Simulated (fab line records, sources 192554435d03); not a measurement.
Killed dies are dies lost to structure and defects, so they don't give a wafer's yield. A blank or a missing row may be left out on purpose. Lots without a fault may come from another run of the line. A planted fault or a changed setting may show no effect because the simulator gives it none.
Which tool did it? | flow n5_finfet | 10 lots, 29 wafers sampled, at 7 steps of a route of 1938

WHAT THE GAUGES READ, wafer by wafer
N5_BEOL_M3_CD_MEAS_11: target cd 17.05 nm. Usual: cd_nm 17.09 nm, standard deviation 0.22.
lot  | measured     | on        | cd_nm (nm)        | flag
L878 | day 7 13:47  | cd_sem-01 | 17.17 17.43 16.91 |
L881 | day 8 06:55  | cd_sem-03 | 16.97 16.91 17.15 |
L882 | day 8 08:35  | cd_sem-03 | 15.20 15.65 15.46 | OFF
L883 | day 8 18:02  | cd_sem-03 | 15.84 15.79 15.96 | OFF
L884 | day 9 03:10  | cd_sem-02 | 16.79 16.89 17.04 |
L886 | day 9 10:18  | cd_sem-02 | 16.95 17.36 16.97 |
L889 | day 10 12:14 | cd_sem-03 | 17.03 17.15 17.07 |
L894 | day 11 13:18 | cd_sem-02 | 17.01 17.16       |
L895 | day 11 16:08 | cd_sem-01 | 16.63 17.40 16.99 |
L897 | day 12 02:28 | cd_sem-03 | 16.86 17.27 17.20 |

N5_BEOL_M3_CD_MEAS_18: pitch 36 nm, target cd 18 nm. Usual: cd_nm 17.9 nm, standard deviation 0.3.
lot  | measured     | on        | cd_nm (nm)     | flag
L878 | day 7 14:20  | cd_sem-02 | 17.8 17.7 17.4 |
L881 | day 8 07:28  | cd_sem-02 | 17.8 18.3 18.1 |
L882 | day 8 09:08  | cd_sem-02 | 16.4 16.6 16.3 | OFF
L883 | day 8 18:35  | cd_sem-03 | 16.7 16.9 16.7 | OFF
L884 | day 9 03:43  | cd_sem-03 | 17.3 17.9 17.9 |
L886 | day 9 10:51  | cd_sem-01 | 17.9 18.2 17.6 |
L889 | day 10 12:48 | cd_sem-01 | 17.4 18.4 17.5 |
L894 | day 11 13:51 | cd_sem-01 | 18.5 18.4      |
L895 | day 11 16:46 | cd_sem-01 | 17.6 17.8 17.9 |
L897 | day 12 03:01 | cd_sem-02 | 18.2 17.5 17.8 |

N5_BEOL_M4_RC_MEAS_101. Usual: DIBL_N 35.9 mV/V, standard deviation 1.7; DIBL_P 36.0 mV/V, standard deviation 2.2; IOFF_N 0.16 nA/um, standard deviation 0.031; IOFF_P 0.21 nA/um, standard deviation 0.039; ION_N 678 uA/um, standard deviation 13; ION_P 464 uA/um, standard deviation 8.8; SS_N 71.5 mV/dec, standard deviation 0.61; SS_P 73.2 mV/dec, standard deviation 0.68; VT_N 249 mV, standard deviation 3.3; VT_P -250 mV, standard deviation 3.8.
lot  | measured     | on        | DIBL_N (mV/V)  | DIBL_P (mV/V)  | IOFF_N (nA/um) | IOFF_P (nA/um) | ION_N (uA/um) | ION_P (uA/um) | SS_N (mV/dec)  | SS_P (mV/dec)  | VT_N (mV)   | VT_P (mV)      | flag
L878 | day 8 10:04  | prober-01 | 37.3 33.9 34.0 | 35.9 31.8 30.5 | 0.17 0.12 0.12 | 0.20 0.15 0.14 | 686 675 663   | 466 462 451   | 71.5 70.2 71.4 | 74.4 72.8 72.5 | 247 250 251 | -252 -253 -256 |
L881 | day 9 03:22  | prober-02 | 35.2 35.0 36.0 | 35.9 35.4 36.1 | 0.15 0.14 0.15 | 0.19 0.18 0.19 | 670 681 679   | 463 463 463   | 70.7 71.9 71.8 | 72.6 72.4 73.2 | 247 248 250 | -254 -254 -250 |
L884 | day 10 01:32 | prober-01 | 38.3 39.5 38.3 | 38.9 39.3 38.3 | 0.19 0.22 0.18 | 0.23 0.24 0.22 | 684 681 672   | 459 459 453   | 71.8 72.5 71.8 | 74.7 74.4 73.9 | 250 247 249 | -252 -253 -253 |
L886 | day 10 10:39 | prober-01 | 34.1 36.3 34.5 | 34.7 36.6 34.4 | 0.13 0.16 0.13 | 0.17 0.19 0.16 | 665 679 664   | 454 457 451   | 71.1 71.4 71.0 | 72.4 72.9 72.5 | 252 248 251 | -252 -251 -254 |
L889 | day 11 10:10 | prober-02 | 34.5 34.2 35.3 | 35.4 35.6 35.0 | 0.15 0.15 0.14 | 0.22 0.23 0.21 | 668 682 659   | 462 470 455   | 70.2 71.2 71.0 | 73.0 72.5 73.0 | 250 249 253 | -247 -244 -251 |
L894 | day 12 08:00 | prober-01 | 33.5 35.2      | 31.6 34.2      | 0.12 0.14      | 0.15 0.18      | 665 675       | 452 460       | 70.6 70.9      | 72.5 73.2      | 253 249     | -253 -250      |
L895 | day 12 17:44 | prober-02 | 35.3 36.2 34.4 | 33.9 35.6 33.5 | 0.13 0.14 0.12 | 0.17 0.19 0.16 | 651 677 655   | 447 465 452   | 71.1 71.7 71.4 | 72.2 73.0 72.7 | 255 252 255 | -254 -251 -252 |
L897 | day 13 06:49 | prober-02 | 37.5 34.6 35.9 | 37.3 33.9 35.3 | 0.19 0.14 0.16 | 0.28 0.22 0.23 | 692 679 678   | 472 477 470   | 72.1 70.7 71.8 | 74.0 72.9 72.9 | 246 251 248 | -244 -246 -247 |

WHICH TOOL RAN EACH LOT (tool, then ch and the chambers of the sampled wafers, then the start)
lot  | N5_BEOL_M2_ANNEAL_95         | N5_BEOL_M2_DEP_57               | N5_BEOL_M3_HM_DEP_02         | N5_BEOL_M3_EXPOSE_08
L878 | pvd_sputter-01, day 7 11:04  | pecvd-03 ch 0,1,2, day 7 12:11  | pvd_sputter-02, day 7 13:23  | euv_scanner-02 ch 0, day 7 13:40
L881 | pvd_sputter-03, day 8 03:02  | pecvd-03 ch 1,2, day 8 04:09    | pvd_sputter-02, day 8 06:32  | euv_scanner-01 ch 0, day 8 06:47
L882 | pvd_sputter-01, day 8 06:14  | pecvd-01 ch 1,2, day 8 07:37    | pvd_sputter-02, day 8 08:11  | euv_scanner-01 ch 0, day 8 08:28
L883 | pvd_sputter-03, day 8 15:59  | pecvd-03 ch 0,1,2, day 8 17:07  | pvd_sputter-03, day 8 17:38  | euv_scanner-01 ch 0, day 8 17:54
L884 | pvd_sputter-02, day 9 00:14  | pecvd-03 ch 0,1, day 9 01:22    | pvd_sputter-02, day 9 02:38  | euv_scanner-02 ch 0, day 9 03:02
L886 | pvd_sputter-01, day 9 08:09  | pecvd-03 ch 0,1,2, day 9 09:16  | pvd_sputter-01, day 9 09:55  | euv_scanner-02 ch 0, day 9 10:11
L889 | pvd_sputter-02, day 10 08:58 | pecvd-02 ch 1,2, day 10 10:05   | pvd_sputter-03, day 10 11:43 | euv_scanner-02 ch 0, day 10 12:06
L894 | pvd_sputter-03, day 11 11:07 | pecvd-02 ch 0,1, day 11 12:15   | pvd_sputter-01, day 11 12:47 | euv_scanner-02 ch 0, day 11 13:10
L895 | pvd_sputter-02, day 11 12:18 | pecvd-01 ch 0,1,2, day 11 13:27 | pvd_sputter-03, day 11 15:44 | euv_scanner-02 ch 0, day 11 16:01
L897 | pvd_sputter-01, day 12 00:01 | pecvd-01 ch 0,1, day 12 01:14   | pvd_sputter-02, day 12 01:56 | euv_scanner-02 ch 0, day 12 02:20
- N5_BEOL_M2_ANNEAL_95: time 240 s.
- N5_BEOL_M2_DEP_57: deposits SiCN from 3MS/NH3, target thk 8 nm, time 14 s.
- N5_BEOL_M3_HM_DEP_02: deposits TiN, target thk 20 nm.
- N5_BEOL_M3_EXPOSE_08: exposes mask M3.

WHAT THE TOOLS THEMSELVES READ (means of the sampled wafers that have a number; where no wafer has one, the mark that the record gives instead)
N5_BEOL_M2_ANNEAL_95. Usual: heater_power_w 845 W, standard deviation 71; susceptor_temp_C_max 400.9, standard deviation 0.32.
lot  | tool           | heater_power_w (W) | susceptor_temp_C_max | flag
L878 | pvd_sputter-01 | 785                | 400.8                |
L881 | pvd_sputter-03 | 839                | 400.9                |
L882 | pvd_sputter-01 | 829                | 401.0                |
L883 | pvd_sputter-03 | 854                | 401.2                |
L884 | pvd_sputter-02 | 912                | 400.9                |
L886 | pvd_sputter-01 | 818                | 400.8                |
L889 | pvd_sputter-02 | 925                | 400.9                |
L894 | pvd_sputter-03 | 826                | 400.9                |
L895 | pvd_sputter-02 | 863                | 400.8                |
L897 | pvd_sputter-01 | 817                | 400.7                |

N5_BEOL_M2_DEP_57. Usual: showerhead_plenum_p_Torr 3.672 Torr, standard deviation 0.018; throttle_valve_pct 8.9 %, standard deviation 0.51.
lot  | tool     | showerhead_plenum_p_Torr (Torr) | throttle_valve_pct (%) | flag
L878 | pecvd-03 | 3.680                           | 8.8                    |
L881 | pecvd-03 | 3.687                           | 8.8                    |
L882 | pecvd-01 | 3.694                           | 9.1                    |
L883 | pecvd-03 | 3.679                           | 8.8                    |
L884 | pecvd-03 | 3.677                           | 8.7                    |
L886 | pecvd-03 | 3.687                           | 8.7                    |
L889 | pecvd-02 | 3.647                           | 9.0                    |
L894 | pecvd-02 | 3.647                           | 8.8                    |
L895 | pecvd-01 | 3.683                           | 9.3                    |
L897 | pecvd-01 | 3.674                           | 10.0                   |

N5_BEOL_M3_HM_DEP_02. Usual: throttle_valve_pct 30.1 %, standard deviation 1.1.
lot  | tool           | throttle_valve_pct (%) | flag
L878 | pvd_sputter-02 | 29.5                   |
L881 | pvd_sputter-02 | 30.7                   |
L882 | pvd_sputter-02 | 31.3                   |
L883 | pvd_sputter-03 | 30.1                   |
L884 | pvd_sputter-02 | 29.4                   |
L886 | pvd_sputter-01 | 30.1                   |
L889 | pvd_sputter-03 | 30.3                   |
L894 | pvd_sputter-01 | 30.5                   |
L895 | pvd_sputter-03 | 30.2                   |
L897 | pvd_sputter-02 | 30.8                   |

N5_BEOL_M3_EXPOSE_08. Usual: exposure_dose_mJ_cm2 32.89, standard deviation 0.042.
lot  | tool           | exposure_dose_mJ_cm2 | flag
L878 | euv_scanner-02 | 32.92                |
L881 | euv_scanner-01 | 32.92                |
L882 | euv_scanner-01 | 30.20                | OFF
L883 | euv_scanner-01 | 30.73                | OFF
L884 | euv_scanner-02 | 32.88                |
L886 | euv_scanner-02 | 32.91                |
L889 | euv_scanner-02 | 32.92                |
L894 | euv_scanner-02 | 32.90                |
L895 | euv_scanner-02 | 32.90                |
L897 | euv_scanner-02 | 32.88                |

THE ANSWER, worked out from the rows above alone
Rule: a lot is off if the mean of its wafers that have a number lies more than 3 standard deviations from the usual mean. A lot without any number at a reading at which 4 lots or more have one is off too. The other lots that the step has rows for count as sound. The gauges are gone through in route order, then the tools' own readings, and for those a lot's mean is taken as printed above. The first step at which some lot is off is used, and at that step the reading that is off furthest; a lot without a number counts as furthest.
Off: L882, L883, at N5_BEOL_M3_CD_MEAS_11 (cd_nm).
A tool fits if, at a process step before that reading, it ran every lot that is off, and no sound lot after the first of them. The gauges at N5_BEOL_M3_CD_MEAS_11 aren't tried: what is off there is off at N5_BEOL_M3_EXPOSE_08 too, on other tools, and a gauge's error can't cause that. One fits: euv_scanner-01 at N5_BEOL_M3_EXPOSE_08. Its last sound lot is L881 (day 8 06:47), its first lot that is off L882 (day 8 08:28): a fault that began between those two fits.
The tool's own readings at N5_BEOL_M3_EXPOSE_08 bear it out: on the lots that are off they differ by more than 5 times the standard deviation of the sound lots' means. exposure_dose_mJ_cm2 reads 30.46 there against 32.90 on the sound lots.

WHAT THE SIMULATOR HAD PUT IN
Process parameter drift: euv_scanner-01, from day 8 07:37 on, at N5_BEOL_M3_EXPOSE_08. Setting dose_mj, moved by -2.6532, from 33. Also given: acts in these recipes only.
Lots struck among those shown: L882, L883. The rule above found the same.
